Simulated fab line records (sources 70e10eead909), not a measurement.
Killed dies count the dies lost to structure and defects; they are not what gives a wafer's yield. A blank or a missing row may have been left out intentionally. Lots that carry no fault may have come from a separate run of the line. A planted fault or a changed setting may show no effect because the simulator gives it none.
What tool caused it?    flow nand-harc    Sampling: 6 lots, 18 wafers, 4 of 1159 route steps

## WHAT THE GAUGES READ, wafer by wafer
NHARC_A_ONON_D1_THK_MEAS_18: measures by ellipsometry.
lot   measured      on             thk-nm (nm)
L446  day 8 13:16   film-metro-01  997 997 997
L452  day 9 08:29   film-metro-01  1004 1002 1002
L454  day 10 05:59  film-metro-01  1017 1018 1019
L456  day 10 05:39  film-metro-01  999 998 996
L457  day 11 06:17  film-metro-01  647 1002 646
L468  day 14 03:55  film-metro-02  1009 1006 1008

## WHICH TOOL RAN EACH LOT (tool, then ch and the chambers of the sampled wafers, then the start)
lot   NHARC_P_BONDPAD_ETCH_37            NHARC_P_BONDPAD_ETCH_24                        NHARC_A_ONON_D1_DEP_16
L446  rie-diel-06 ch 0,1,3, day 6 23:17  rie-diel-12 ch 0,3, day 8 12:49 or earlier     pecvd-onon-03 ch 0, day 8 12:49
L452  rie-diel-12 ch 0,1,3, day 7 20:37  rie-diel-12 ch 0,1,3, day 9 07:59 or earlier   pecvd-onon-02 ch 0, day 9 07:59
L454  rie-diel-12 ch 0,1,3, day 8 17:35  rie-diel-12 ch 1,2,3, day 10 05:29 or earlier  pecvd-onon-03 ch 0, day 10 05:29
L456  rie-diel-12 ch 2,3, day 8 20:04    rie-diel-12 ch 0,1,2, day 10 05:11 or earlier  pecvd-onon-02 ch 0, day 10 05:11
L457  rie-diel-06 ch 0,1,3, day 9 14:20  rie-diel-06 ch 0,1,3, day 11 05:50 or earlier  pecvd-onon-02 ch 0, day 11 05:50
L468  rie-diel-12 ch 1,2, day 12 13:29   rie-diel-12 ch 0,1, day 14 03:28 or earlier    pecvd-onon-04 ch 0, day 14 03:28
- NHARC_P_BONDPAD_ETCH_37: etches the open film in N2/H2, target depth 60 nm, overetch 18 nm, time 65.91 s.
- NHARC_P_BONDPAD_ETCH_24: etches the open film in CF4/N2, target depth 30 nm, time 72.99 s.
- NHARC_A_ONON_D1_DEP_16: target thk 1000 nm.

## THE ANSWER, worked out from the rows above alone
Rule: the lots themselves supply what counts as usual. Put in order of their means at a reading, lots are off if they are a third of the lots or fewer, leave a main group of 4 or more, and stand apart from it by a gap of 3 or more times the standard deviation of the main group's means; of several such gaps the widest counts. A main group whose means are all the same, to the digits that the tables above print for the reading, isn't used. Also off: a lot with no number at a reading for which 4 or more lots have one. All remaining lots with rows at the step are treated as sound.
Off: L457 (NHARC_A_ONON_D1_THK_MEAS_18, thk-nm). Mean 1005 nm and standard deviation 7.7 in the main group.
If a tool, at a process step before that reading, ran all the lots that are off and no sound lot after the first of them, it fits. Gauges at NHARC_A_ONON_D1_THK_MEAS_18: tried the same way as those tools. With no start given for some of its lots, NHARC_P_BONDPAD_ETCH_24 uses the hours and lot order of NHARC_A_ONON_D1_DEP_16. Can't be told from this: 3 tools fit, rie-diel-06 at NHARC_P_BONDPAD_ETCH_37 and NHARC_P_BONDPAD_ETCH_24, pecvd-onon-02 at NHARC_A_ONON_D1_DEP_16, film-metro-01 at NHARC_A_ONON_D1_THK_MEAS_18.

## WHAT THE SIMULATOR PUT IN
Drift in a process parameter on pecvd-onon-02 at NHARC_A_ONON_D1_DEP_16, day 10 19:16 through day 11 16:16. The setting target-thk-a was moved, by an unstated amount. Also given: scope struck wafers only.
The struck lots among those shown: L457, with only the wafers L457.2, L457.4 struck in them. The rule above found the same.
